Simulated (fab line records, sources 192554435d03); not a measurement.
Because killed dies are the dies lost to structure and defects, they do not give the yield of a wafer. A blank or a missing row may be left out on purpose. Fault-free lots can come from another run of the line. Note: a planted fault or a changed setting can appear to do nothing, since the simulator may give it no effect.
Commonality check across tools | flow n5_finfet | 10 lots and 26 wafers in the sample

## WHY THIS WAS OPENED
Flagged at N5_STI_FIN_REVEAL_INSPECT_13: reading raw_defect_count, on 2 of 10 lots. Wafers without a fault read 12, standard deviation 4.6.
Rule: a lot is flagged in two cases, either no wafer of it has a number, or all its wafers with numbers fall more than 4 standard deviations from that mean. The other lots count as sound.

lot  | measured    | on                | raw_defect_count, wafer by wafer | flag
L826 | day 2 19:34 | defect_inspect-01 | 7 13                             |
L829 | day 3 14:38 | defect_inspect-02 | 10 10 9                          |
L830 | day 3 20:42 | defect_inspect-01 | 9 15 9                           |
L833 | day 4 11:59 | defect_inspect-01 | 16 17 15                         |
L834 | day 4 22:52 | defect_inspect-02 | 15 8                             |
L840 | day 6 10:20 | defect_inspect-02 | 355 351 325                      | FLAGGED
L842 | day 6 21:08 | defect_inspect-02 | 348 340 327                      | FLAGGED
L845 | day 7 13:08 | defect_inspect-02 | 15 11 14                         |
L847 | day 8 00:07 | defect_inspect-01 | 30 12                            |
L848 | day 8 09:17 | defect_inspect-02 | 16 8                             |
The numbers of the flagged lots are 341 on average: +329 against the usual, or +72 standard deviations.

## EACH LOT AND THE TOOL IT RAN ON
4 process steps preceding the reading are held in the record, out of 1938 steps in the route. Every cell lists first the tool, next ch and the chambers used by the sampled wafers, and last the start.
lot  | flag    | N5_FIN_CUT_STRIP_22               | N5_STI_FIN_REVEAL_ETCHBACK_08     | N5_STI_FIN_REVEAL_STRIP_24        | N5_STI_FIN_REVEAL_PRECLEAN_17
L826 |         | rie_diel-06 ch 1,2, day 2 10:42   | rie_diel-04 ch 0,3, day 2 16:31   | rie_diel-04 ch 0,3, day 2 16:33   | remote_plasma-01 ch 0, day 2 18:45
L829 |         | rie_diel-06 ch 0,1,3, day 3 05:46 | rie_diel-05 ch 0,2,3, day 3 11:35 | rie_diel-05 ch 0,2,3, day 3 11:38 | remote_plasma-01 ch 1, day 3 13:44
L830 |         | rie_diel-06 ch 1,2, day 3 11:04   | rie_diel-04 ch 0,2, day 3 17:38   | rie_diel-04 ch 0,2, day 3 17:40   | remote_plasma-02 ch 0, day 3 19:49
L833 |         | rie_diel-02 ch 0,1,3, day 4 03:07 | rie_diel-04 ch 0,1,3, day 4 08:57 | rie_diel-04 ch 0,1,3, day 4 08:59 | remote_plasma-02 ch 1, day 4 11:05
L834 |         | rie_diel-06 ch 0,2, day 4 11:46   | rie_diel-05 ch 0,3, day 4 19:49   | rie_diel-05 ch 0,3, day 4 19:50   | remote_plasma-01 ch 0, day 4 21:58
L840 | FLAGGED | rie_diel-02 ch 0,1,3, day 6 00:52 | rie_diel-03 ch 1,2,3, day 6 07:01 | rie_diel-03 ch 1,2,3, day 6 07:04 | remote_plasma-02 ch 1, day 6 09:20
L842 | FLAGGED | rie_diel-02 ch 0,2,3, day 6 10:19 | rie_diel-03 ch 0,1,3, day 6 17:44 | rie_diel-03 ch 0,1,3, day 6 17:47 | remote_plasma-02 ch 1, day 6 20:07
L845 |         | rie_diel-01 ch 1,2, day 7 03:11   | rie_diel-04 ch 0,1, day 7 10:02   | rie_diel-04 ch 0,1, day 7 10:05   | remote_plasma-01 ch 0, day 7 12:14
L847 |         | rie_diel-06 ch 2,3, day 7 14:59   | rie_diel-04 ch 0,1, day 7 20:51   | rie_diel-04 ch 0,1, day 7 20:55   | remote_plasma-01 ch 1, day 7 23:16
L848 |         | rie_diel-06 ch 1,2, day 7 23:35   | rie_diel-05 ch 1,3, day 8 06:13   | rie_diel-05 ch 1,3, day 8 06:15   | remote_plasma-01 ch 0, day 8 08:23
These steps, and what they do:
- N5_FIN_CUT_STRIP_22: strips in N2/H2.
- N5_STI_FIN_REVEAL_ETCHBACK_08: etches SiO2 in C4F6/O2, target depth 30.5 nm, time 10.167 s.
- N5_STI_FIN_REVEAL_STRIP_24: strips in N2/H2, time 90 s.
- N5_STI_FIN_REVEAL_PRECLEAN_17: cleans in NF3:NH3, afs cycles 1, time 20 s, sublimation time 60 s.
- N5_STI_FIN_REVEAL_INSPECT_13: inspects for defects (darkfield).

## FLAGGED OVER TOTAL, TOOL BY TOOL (the gauges that took the reading come last)
step                          | tool              | lots run | flagged | share of the flagged lots | sound lots run after its first flagged lot
N5_FIN_CUT_STRIP_22           | rie_diel-01       | 1        | 0       | none                      | -
N5_FIN_CUT_STRIP_22           | rie_diel-02       | 3        | 2       | all                       | 0
N5_FIN_CUT_STRIP_22           | rie_diel-06       | 6        | 0       | none                      | -
N5_STI_FIN_REVEAL_ETCHBACK_08 | rie_diel-03       | 2        | 2       | all                       | 0
N5_STI_FIN_REVEAL_ETCHBACK_08 | rie_diel-04       | 5        | 0       | none                      | -
N5_STI_FIN_REVEAL_ETCHBACK_08 | rie_diel-05       | 3        | 0       | none                      | -
N5_STI_FIN_REVEAL_STRIP_24    | rie_diel-03       | 2        | 2       | all                       | 0
N5_STI_FIN_REVEAL_STRIP_24    | rie_diel-04       | 5        | 0       | none                      | -
N5_STI_FIN_REVEAL_STRIP_24    | rie_diel-05       | 3        | 0       | none                      | -
N5_STI_FIN_REVEAL_PRECLEAN_17 | remote_plasma-01  | 6        | 0       | none                      | -
N5_STI_FIN_REVEAL_PRECLEAN_17 | remote_plasma-02  | 4        | 2       | all                       | 0
N5_STI_FIN_REVEAL_INSPECT_13  | defect_inspect-01 | 4        | 0       | none                      | -
N5_STI_FIN_REVEAL_INSPECT_13  | defect_inspect-02 | 6        | 2       | all                       | 2 (L845,L848)

## WHAT IS ALLOWED BY THE TABLE
5 rows of the table ran every flagged lot: rie_diel-02 at N5_FIN_CUT_STRIP_22, rie_diel-03 at N5_STI_FIN_REVEAL_ETCHBACK_08, rie_diel-03 at N5_STI_FIN_REVEAL_STRIP_24, remote_plasma-02 at N5_STI_FIN_REVEAL_PRECLEAN_17, defect_inspect-02 at N5_STI_FIN_REVEAL_INSPECT_13.
- rie_diel-02 at N5_FIN_CUT_STRIP_22: 2 of its 3 lots flagged. Last sound lot L833 at day 4 03:07, first flagged lot L840 at day 6 00:52; a fault beginning in between fits.
- rie_diel-03 at N5_STI_FIN_REVEAL_ETCHBACK_08: 2 of its 2 lots flagged. In this sample it ran no sound lot ahead of its first flagged lot, so there is no way to narrow down the start.
- rie_diel-03 at N5_STI_FIN_REVEAL_STRIP_24: 2 of its 2 lots flagged. In this sample it ran no sound lot ahead of its first flagged lot, so there is no way to narrow down the start.
- remote_plasma-02 at N5_STI_FIN_REVEAL_PRECLEAN_17: 2 of its 4 lots flagged. Last sound lot L833 at day 4 11:05, first flagged lot L840 at day 6 09:20; a fault beginning in between fits.
- defect_inspect-02 at N5_STI_FIN_REVEAL_INSPECT_13: 2 of its 6 lots flagged. After the first flagged lot (L845, L848), sound lots still ran on it; a lasting fault on the whole tool would not permit that.
Counting lots can't tell these 3 tools apart, because each fits a fault that began at some hour. More lots, or a look at what each step does to the wafer, might.

## WHAT THE SIMULATOR HAD PUT IN
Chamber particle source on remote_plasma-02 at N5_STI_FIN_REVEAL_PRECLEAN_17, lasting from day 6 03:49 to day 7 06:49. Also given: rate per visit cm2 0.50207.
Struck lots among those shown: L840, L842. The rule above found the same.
